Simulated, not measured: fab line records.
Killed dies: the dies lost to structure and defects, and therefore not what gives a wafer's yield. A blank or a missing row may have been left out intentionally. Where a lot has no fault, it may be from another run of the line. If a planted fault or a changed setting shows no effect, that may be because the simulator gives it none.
Which tool is to blame? | flow n5 finfet | Sampling: 9 lots, 27 wafers, 5 of 1938 route steps

WHAT THE GAUGES SHOWED, per wafer
N5_BEOL_M4_RC_MEAS_101.
lot  | measured     | on        | DIBL_N (mV/V)
L564 | day 7 20:24  | prober-01 | 37.7 36.3 38.5
L568 | day 9 00:47  | prober-02 | 37.8 37.4 35.7
L569 | day 9 10:29  | prober-01 | 37.8 38.4 39.3
L570 | day 9 19:01  | prober-01 | 34.9 34.2 36.7
L574 | day 10 11:46 | prober-01 | 34.9 36.5 38.2
L580 | day 12 15:55 | prober-01 | 36.6 37.2 35.2
L581 | day 12 17:14 | prober-01 | 35.9 37.0 38.6
L585 | day 14 08:34 | prober-02 | 35.0 34.2 32.9
L586 | day 14 01:01 | prober-01 | 38.4 36.2 36.0

WHAT TOOL EACH LOT RAN ON (gives the tool, then ch and the chambers of the sampled wafers, and finally the start)
lot  | N5_FIN_SAQP_SPACER2_ALD_28       | N5_FIN_SAQP_MANDREL2_REMOVE_60  | N5_FIN_SAQP_STRIP_77              | N5_FIN_CUT_ETCH_30
L564 | ald sin-02 ch 2,3, day 2 06:53   | rie si-01 ch 0,1,2, day 2 07:19 | rie diel-04 ch 0,1,3, day 2 07:34 | rie diel-01 ch 1,2, day 2 08:36
L568 | ald sin-02 ch 1,3, day 3 06:38   | rie si-04 ch 0,2, day 3 07:02   | rie diel-02 ch 0,2, day 3 07:17   | rie diel-06 ch 0,1,2, day 3 08:13
L569 | ald sin-04 ch 1,2,3, day 3 13:37 | rie si-01 ch 2,3, day 3 14:02   | rie diel-04 ch 0,2,3, day 3 14:17 | rie diel-01 ch 0,1,3, day 3 15:19
L570 | ald sin-04 ch 0,1, day 3 18:34   | rie si-06 ch 1,2, day 3 18:58   | rie diel-05 ch 1,2, day 3 19:13   | rie diel-03 ch 1,2,3, day 3 20:07
L574 | ald sin-04 ch 0,1, day 4 19:01   | rie si-06 ch 1,2, day 4 19:25   | rie diel-05 ch 2,3, day 4 19:41   | rie diel-01 ch 0,2,3, day 4 20:42
L580 | ald sin-04 ch 0,3, day 6 06:47   | rie si-01 ch 0,3, day 6 07:12   | rie diel-02 ch 0,2, day 6 07:27   | rie diel-06 ch 1,2,3, day 6 08:29
L581 | ald sin-04 ch 0,1,3, day 6 22:44 | rie si-06 ch 0,2,3, day 6 23:11 | rie diel-05 ch 0,1,3, day 6 23:26 | rie diel-01 ch 1,2,3, day 7 00:27
L585 | ald sin-01 ch 2,3, day 7 13:24   | rie si-06 ch 0,2,3, day 7 13:49 | rie diel-02 ch 0,1, day 7 14:04   | rie diel-01 ch 1,2,3, day 7 15:08
L586 | ald sin-02 ch 1,2,3, day 7 18:40 | rie si-04 ch 0,2, day 7 19:26   | rie diel-02 ch 0,1, day 7 19:42   | rie diel-06 ch 2,3, day 7 20:44
- N5_FIN_SAQP_SPACER2_ALD_28: deposits SiO2, target thk 8.1 nm, pulse time 1 s, purge time 2 s.
- N5_FIN_SAQP_MANDREL2_REMOVE_60: chemistry HBr/Cl2/O2, target a-Si, stops on SiNx, bt time 10 s.
- N5_FIN_SAQP_STRIP_77: strips in N2/H2, time 90 s.
- N5_FIN_CUT_ETCH_30: etches underlayer in N2/H2, target depth 13 nm, time 10.4 s.

THE ANSWER, worked out from the rows above alone
Rule: what is usual is taken from the lots themselves. Put in order of their means at a reading, lots are off if they are a third of the lots or fewer, leave a main group of 4 or more, and stand apart from it by a gap of 3 or more times the standard deviation of the main group's means; of several such gaps the widest counts. A main group is skipped when, at the precision printed for the reading in the tables above, its means are all equal. A lot without any number at a reading at which 4 lots or more have one is off too. Any other lot the step has rows for is counted as sound.
Nothing can be told from this: no lot is off at any reading shown.

WHAT THE SIMULATOR PUT IN
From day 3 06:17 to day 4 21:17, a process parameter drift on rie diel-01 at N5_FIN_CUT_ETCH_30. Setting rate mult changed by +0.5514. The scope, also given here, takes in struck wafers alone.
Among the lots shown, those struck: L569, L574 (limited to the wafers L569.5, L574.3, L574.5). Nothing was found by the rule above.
